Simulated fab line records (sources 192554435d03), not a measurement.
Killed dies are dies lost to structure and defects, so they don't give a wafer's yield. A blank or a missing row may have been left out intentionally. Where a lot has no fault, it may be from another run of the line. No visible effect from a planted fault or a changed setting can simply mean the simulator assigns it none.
Split-lot trial + flow n5_finfet + 21 wafers read across 7 lots, on a route 1938 steps long

## THE SPLIT ITSELF
At N5_HKMG_FIN_HK_ALD_01 (deposits HfO2, target thk 1.6 nm, pulse time 3 s, purge time 3 s), the setting ald_cycles was moved away from the recipe's 30 on 6 of the 21 wafers read, by -16.7% to +6.7%. For the rest of the wafers, this setting stayed at what the recipe calls for.

## FROM THE SPLIT TO THE READING: what the file shows between them, 4 steps
- N5_HKMG_FIN_HK_ANNEAL_02: time 30 s
- N5_HKMG_FIN_ALD_74: deposits La2O3, target thk 0.5 nm, pulse time 6 s, co reactant pulse time 1 s
- N5_HKMG_FIN_WET_ETCH_82: etches La2O3 in dHCl, stops on HfO2, target depth 2 nm, rinse time 30 s
- N5_HKMG_FIN_ALD_36: deposits TiN, target thk 1 nm, pulse time 1 s, purge time 3 s

## THE READING
HK_THK, in nm, at N5_HKMG_FIN_THK_MEAS_70 (measures by xrf). Typical for fault-free wafers on this fab line: 1.599 nm, with standard deviation 0.022 nm.

| wafer  | tool, chamber at the split | ald_cycles as run | against the recipe | HK_THK, nm | against lot-mates on the recipe |
|--------|----------------------------|-------------------|--------------------|------------|---------------------------------|
| L078.1 | ald_hk-03, 1,1,2           | 30                | recipe             | 1.610      | -                               |
| L078.5 | ald_hk-03, 1,1,2           | 30                | recipe             | 1.581      | -                               |
| L078.6 | ald_hk-03, 1,1,2           | 30                | recipe             | 1.602      | -                               |
| L084.4 | ald_hk-03, 1,0             | 25                | -16.7%             | 1.328      | -0.233                          |
| L084.5 | ald_hk-03, 1               | 30                | recipe             | 1.561      | -                               |
| L084.6 | ald_hk-03, 1,0             | 25                | -16.7%             | 1.367      | -0.194                          |
| L085.4 | ald_hk-03, 3,3,0           | 30                | recipe             | 1.572      | -                               |
| L085.5 | ald_hk-03, 3,3,0           | 30                | recipe             | 1.577      | -                               |
| L085.6 | ald_hk-03, 3,3,0           | 30                | recipe             | 1.604      | -                               |
| L087.3 | ald_hk-01, 3,1             | 30                | recipe             | 1.583      | -                               |
| L087.5 | ald_hk-01, 3,1             | 30                | recipe             | 1.607      | -                               |
| L087.6 | ald_hk-01, 0               | 32                | +6.7%              | 1.733      | +0.138                          |
| L089.1 | ald_hk-03, 2,0,1           | 30                | recipe             | 1.634      | -                               |
| L089.2 | ald_hk-03, 2,0,1           | 30                | recipe             | 1.598      | -                               |
| L089.4 | ald_hk-03, 2,0,1           | 30                | recipe             | 1.613      | -                               |
| L094.1 | ald_hk-01, 2,0             | 27                | -10.0%             | 1.442      | -0.138                          |
| L094.4 | ald_hk-01, 1               | 30                | recipe             | 1.580      | -                               |
| L094.5 | ald_hk-01, 2,0             | 27                | -10.0%             | 1.442      | -0.138                          |
| L097.1 | ald_hk-01, 3,0             | 30                | recipe             | 1.589      | -                               |
| L097.2 | ald_hk-01, 3,0             | 30                | recipe             | 1.608      | -                               |
| L097.6 | ald_hk-01, 1               | 26                | -13.3%             | 1.387      | -0.212                          |
When a row names more than one chamber, that row covers several wafers, and the file does not tell which wafer ran in which chamber.

THE FIT
A straight line over all 21 wafers: HK_THK changes by +0.0155 nm for each +1% of ald_cycles; r = +0.98; the points scatter about the line by 0.019 nm.
The same after taking each lot's own level away (the mean of its wafers on the recipe; 21 wafers): +0.0141 nm for each +1%; r = +0.98; scatter 0.018 nm.
That fit puts the effect of the largest move of ald_cycles on the reading at 0.24 nm.
The lots' own levels span 1.5610 to 1.6150 nm, that is 2.5 times the standard deviation above.
Hence the lot-to-lot level has little effect on the slope; both slopes agree.
Check: with one of the wafers moved furthest among these (-16.7%) left out of the fit, the line predicts -0.232 nm for it against its lot-mates. Against them it came out at -0.233 nm.

## ADDITIONAL SPLITS CARRIED BY THESE WAFERS
These wafers also went through other splits before the reading. Each is held against what the fit with the lots' levels taken away leaves over:
| other split on the same wafers            | wafers away from the commonest value | r with HK_THK (lot level and that fit taken away) |
|-------------------------------------------|--------------------------------------|---------------------------------------------------|
| N5_WELL_APT_COAT_02 spin_rpm              | 5                                    | +0.45                                             |
| N5_PMOS_HMC_CHANNEL_EPI_HM_DEP_34 time_s  | 9                                    | -0.28                                             |
| N5_PMOS_HMC_CHANNEL_EPI_PEB_07 peb_time_s | 10                                   | +0.27                                             |
| N5_FIN_CUT_COAT_19 spin_rpm               | 2                                    | -0.41                                             |
| N5_DUMMY_GATE_ETCH_32 time_s              | 6                                    | -0.24                                             |
| N5_SD_EPI_P_COAT_34 spin_rpm              | 7                                    | +0.32                                             |

## FILE'S OWN FIT
HK_THK changes by +0.0145 nm for each +1% of ald_cycles, r = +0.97.
